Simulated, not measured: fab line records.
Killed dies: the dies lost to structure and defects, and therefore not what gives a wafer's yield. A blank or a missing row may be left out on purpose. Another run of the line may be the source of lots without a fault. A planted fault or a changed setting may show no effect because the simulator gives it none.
Which of the tools did it? | flow nand_harc | Sampling: 12 lots, 36 wafers, 5 of 1159 route steps

## WHAT EACH GAUGE READ, for each wafer
NHARC_END_SORT_01.
lot  | measured     | on        | defect_limited_yield (%) | killed_at_array | killed_at_other | killed_at_periphery | killed_dies | killed_open | killed_short | sort_bin_2_pct (%) | sort_bin_3_pct (%) | sort_bin_4_pct (%) | sort_n_pass | sort_rim_yield_pct (%) | sort_yield_pct (%)
L486 | day 19 17:58 | prober-01 | 95.9 97.6 96.5           | 27 16 19        | 0 0 2           | 1 0 3               | 28 16 24    | 6 5 3       | 2 2 2        | 1.0 1.0 1.3        | 0.59 0.15 0.30     | 2.5 1.2 1.9        | 649 661 653 | 94 98 98               | 95.9 97.6 96.5
L488 | day 19 21:23 | prober-02 | 96.2 95.9 97.6           | 22 23 12        | 0 1 0           | 4 4 4               | 26 28 16    | 1 3 1       | 1 3 2        | 1.3 1.3 0.9        | 0 0.59 0.30        | 2.5 2.2 1.2        | 651 649 661 | 92 92 94               | 96.2 95.9 97.6
L489 | day 19 11:49 | prober-01 | 98.7 98.1 97.6           | 7 11 13         | 1 1 1           | 1 1 2               | 9 13 16     | 2 5 3       | 0 0 2        | 0.6 0 0.4          | 0.15 0.15 0.44     | 0.6 1.8 1.5        | 668 664 661 | 100 97 99              | 98.7 98.1 97.6
L490 | day 20 15:05 | prober-01 | 94.1 94.5 96.6           | 36 32 21        | 0 0 1           | 4 5 1               | 40 37 23    | 8 6 2       | 2 1 1        | 1.9 2.1 1.2        | 0.30 0.30 0.15     | 3.7 3.1 2.1        | 637 640 654 | 86 94 93               | 94.1 94.5 96.6
L491 | day 20 07:16 | prober-02 | 98.7 97.9 98.5           | 6 12 6          | 0 0 0           | 3 2 4               | 9 14 10     | 1 4 2       | 1 2 1        | 0.3 0 0.6          | 0 0 0              | 1.0 2.1 0.9        | 668 663 667 | 98 97 100              | 98.7 97.9 98.5
L493 | day 20 14:20 | prober-02 | 95.3 95.3 95.9           | 30 30 25        | 0 0 0           | 2 2 3               | 32 32 28    | 4 2 8       | 8 2 0        | 1.5 1.6 1.2        | 0.59 0.30 0.15     | 2.7 2.8 2.8        | 645 645 649 | 92 92 95               | 95.3 95.3 95.9
L495 | day 21 00:51 | prober-01 | 96.6 95.0 96.6           | 20 31 18        | 2 1 1           | 1 2 4               | 23 34 23    | 4 6 5       | 1 2 2        | 1.5 2.1 1.5        | 0 0 0.15           | 1.9 3.0 1.8        | 654 643 654 | 94 94 92               | 96.6 95.0 96.6
L494 | day 21 14:43 | prober-01 | 94.8 95.7 96.2           | 28 22 21        | 0 0 0           | 7 7 5               | 35 29 26    | 1 4 3       | 5 1 5        | 1.6 1.5 1.3        | 0.15 0.15 0        | 3.4 2.7 2.5        | 642 648 651 | 96 93 97               | 94.8 95.7 96.2
L496 | day 21 16:22 | prober-02 | 94.7 93.6 92.9           | 30 30 36        | 1 1 2           | 5 12 10             | 36 43 48    | 1 5 3       | 4 3 2        | 1.3 2.2 1.9        | 0.59 0.30 0.30     | 3.4 3.8 4.9        | 641 634 629 | 89 89 89               | 94.7 93.6 92.9
L497 | day 22 19:07 | prober-02 | 96.8 96.0 96.2           | 19 23 22        | 0 0 0           | 3 4 4               | 22 27 26    | 3 3 1       | 2 2 4        | 1.0 2.4 1.0        | 0 0.15 0.59        | 2.2 1.5 2.2        | 655 650 651 | 96 94 92               | 96.8 96.0 96.2
L500 | day 22 04:09 | prober-01 | 95.7 94.8 83.0           | 26 29 25        | 0 0 1           | 3 6 89              | 29 35 115   | 4 4 7       | 9 4 4        | 1.0 1.8 7.2        | 0.30 0.44 4.73     | 3.0 3.0 5.0        | 648 642 562 | 90 93 75               | 95.7 94.8 83.0
L503 | day 23 22:35 | prober-02 | 93.9 92.9 82.4           | 39 44 35        | 1 0 0           | 1 4 84              | 41 48 119   | 2 6 2       | 1 2 4        | 2.2 2.5 5.5        | 0.44 0.15 6.06     | 3.4 4.4 6.1        | 636 629 558 | 92 91 80               | 93.9 92.9 82.4

## WHICH TOOL RAN EACH LOT (tool, then ch and the chambers of the sampled wafers, then the start)
lot  | NHARC_P_M1_PVD_21            | NHARC_THIN_TSV_STRIP_45              | NHARC_THIN_TSV_CMP_21         | NHARC_THIN_TSV_PRE_CLEAN_54
L486 | pvd_sputter-01, day 6 01:53  | plasma_asher-02 ch 0,1, day 18 21:56 | cmp-04 ch 1,2,3, day 19 01:17 | pvd_sputter-03, day 19 01:46
L488 | pvd_sputter-03, day 6 15:22  | plasma_asher-01 ch 0,1, day 19 03:42 | cmp-03 ch 1,2,3, day 19 06:52 | pvd_sputter-01, day 19 07:25
L489 | pvd_sputter-01, day 6 18:31  | plasma_asher-01 ch 0,1, day 18 20:53 | cmp-04 ch 1,2, day 19 00:05   | pvd_sputter-03, day 19 00:37
L490 | pvd_sputter-02, day 7 05:01  | plasma_asher-02 ch 0,1, day 20 00:08 | cmp-04 ch 0,1,3, day 20 04:01 | pvd_sputter-03, day 20 04:28
L491 | pvd_sputter-03, day 7 05:52  | plasma_asher-01 ch 0,1, day 19 16:42 | cmp-04 ch 1,2,3, day 19 20:09 | pvd_sputter-03, day 19 20:39
L493 | pvd_sputter-03, day 7 12:45  | plasma_asher-02 ch 0,1, day 20 01:25 | cmp-02 ch 1,2,3, day 20 04:44 | pvd_sputter-01, day 20 05:16
L495 | pvd_sputter-02, day 8 05:44  | plasma_asher-01 ch 1, day 20 10:56   | cmp-02 ch 0,1, day 20 14:13   | pvd_sputter-02, day 20 14:44
L494 | pvd_sputter-01, day 8 08:26  | plasma_asher-02 ch 0,1, day 21 00:08 | cmp-02 ch 0,3, day 21 03:25   | pvd_sputter-03, day 21 03:58
L496 | pvd_sputter-03, day 8 16:29  | plasma_asher-02 ch 0,1, day 21 01:11 | cmp-02 ch 0,1,3, day 21 04:29 | pvd_sputter-02, day 21 04:58
L497 | pvd_sputter-02, day 9 06:58  | plasma_asher-01 ch 0,1, day 21 21:40 | cmp-04 ch 0,2,3, day 22 00:58 | pvd_sputter-02, day 22 01:31
L500 | pvd_sputter-02, day 9 15:14  | plasma_asher-01 ch 0,1, day 21 13:08 | cmp-04 ch 1,2,3, day 21 16:26 | pvd_sputter-01, day 21 16:53
L503 | pvd_sputter-02, day 10 11:07 | plasma_asher-01 ch 1, day 23 07:56   | cmp-02 ch 0,1,3, day 23 11:31 | pvd_sputter-01, day 23 12:03
- NHARC_P_M1_PVD_21: deposits Cu, target thk 30 nm, time 20.49 s.
- NHARC_THIN_TSV_STRIP_45: strips in O2.
- NHARC_THIN_TSV_CMP_21: polishes, t overpolish 30 s, target thk 2000 nm.
- NHARC_THIN_TSV_PRE_CLEAN_54: time 30 s.

## WHAT THE TOOLS THEMSELVES READ (means of the sampled wafers that have a number; where no wafer has one, the mark that the record gives instead)
NHARC_P_M1_PVD_21.
lot  | tool           | chamber_pressure_pa (Pa) | throttle_valve_pct (%)
L486 | pvd_sputter-01 | 4.993                    | 30.4
L488 | pvd_sputter-03 | 4.991                    | 31.3
L489 | pvd_sputter-01 | 4.997                    | 30.3
L490 | pvd_sputter-02 | 5.012                    | 29.1
L491 | pvd_sputter-03 | 5.000                    | 30.0
L493 | pvd_sputter-03 | 5.002                    | 31.5
L495 | pvd_sputter-02 | 5.005                    | 28.9
L494 | pvd_sputter-01 | 4.995                    | 30.1
L496 | pvd_sputter-03 | 5.014                    | 30.9
L497 | pvd_sputter-02 | 4.996                    | 28.8
L500 | pvd_sputter-02 | 5.003                    | 29.9
L503 | pvd_sputter-02 | 5.008                    | 30.1

NHARC_THIN_TSV_STRIP_45.
lot  | tool            | drypump_motor_current_A (A) | heater_power_w (W)
L486 | plasma_asher-02 | 5.5                         | 313
L488 | plasma_asher-01 | 6.4                         | 358
L489 | plasma_asher-01 | 6.4                         | 345
L490 | plasma_asher-02 | 5.7                         | 341
L491 | plasma_asher-01 | 6.4                         | 339
L493 | plasma_asher-02 | 5.5                         | 306
L495 | plasma_asher-01 | 6.3                         | 346
L494 | plasma_asher-02 | 5.4                         | 310
L496 | plasma_asher-02 | 5.7                         | 340
L497 | plasma_asher-01 | 6.4                         | 360
L500 | plasma_asher-01 | 6.4                         | 354
L503 | plasma_asher-01 | 6.3                         | 348

NHARC_THIN_TSV_CMP_21.
lot  | tool   | motor_current_A (A) | overpolish_run_s (s)
L486 | cmp-04 | 11.0                | 29.999
L488 | cmp-03 | 13.5                | 30.002
L489 | cmp-04 | 11.5                | 29.999
L490 | cmp-04 | 11.8                | 29.996
L491 | cmp-04 | 11.4                | 30.000
L493 | cmp-02 | 10.6                | 29.999
L495 | cmp-02 | 10.4                | 30.002
L494 | cmp-02 | 11.4                | 29.991
L496 | cmp-02 | 11.3                | 30.004
L497 | cmp-04 | 11.1                | 30.008
L500 | cmp-04 | 11.8                | 30.007
L503 | cmp-02 | 10.8                | 29.996

NHARC_THIN_TSV_PRE_CLEAN_54.
lot  | tool           | heater_power_w (W)
L486 | pvd_sputter-03 | 428
L488 | pvd_sputter-01 | 400
L489 | pvd_sputter-03 | 388
L490 | pvd_sputter-03 | 412
L491 | pvd_sputter-03 | 438
L493 | pvd_sputter-01 | 409
L495 | pvd_sputter-02 | 391
L494 | pvd_sputter-03 | 433
L496 | pvd_sputter-02 | 409
L497 | pvd_sputter-02 | 387
L500 | pvd_sputter-01 | 471
L503 | pvd_sputter-01 | 460

## THE ANSWER, worked out from the rows above alone
Rule: usual is defined by the lots themselves. Put in order of their means at a reading, lots are off if they are a third of the lots or fewer, leave a main group of 4 or more, and stand apart from it by a gap of 3 or more times the standard deviation of the main group's means; of several such gaps the widest counts. A main group is skipped when, at the precision printed for the reading in the tables above, its means are all equal. A lot without any number at a reading at which 4 lots or more have one is off too. All remaining lots with rows at the step are treated as sound. The gauges are gone through in route order, then the tools' own readings, and for those a lot's mean is taken as printed above. At the first step where some lot is off, the reading lying furthest off is the one used; lots without a number count as furthest.
Off, at NHARC_END_SORT_01 on sort_bin_3_pct: L500, L503. The main group: mean 0.23 %, standard deviation 0.13.
If a tool, at a process step before that reading, ran all the lots that are off and no sound lot after the first of them, it fits. Those tools and the gauges at NHARC_END_SORT_01 are tried in the same way. 2 tools fit, pvd_sputter-02 at NHARC_P_M1_PVD_21 and pvd_sputter-01 at NHARC_THIN_TSV_PRE_CLEAN_54, so this cannot tell which one it is.

## WHAT THE SIMULATOR HAD INSERTED
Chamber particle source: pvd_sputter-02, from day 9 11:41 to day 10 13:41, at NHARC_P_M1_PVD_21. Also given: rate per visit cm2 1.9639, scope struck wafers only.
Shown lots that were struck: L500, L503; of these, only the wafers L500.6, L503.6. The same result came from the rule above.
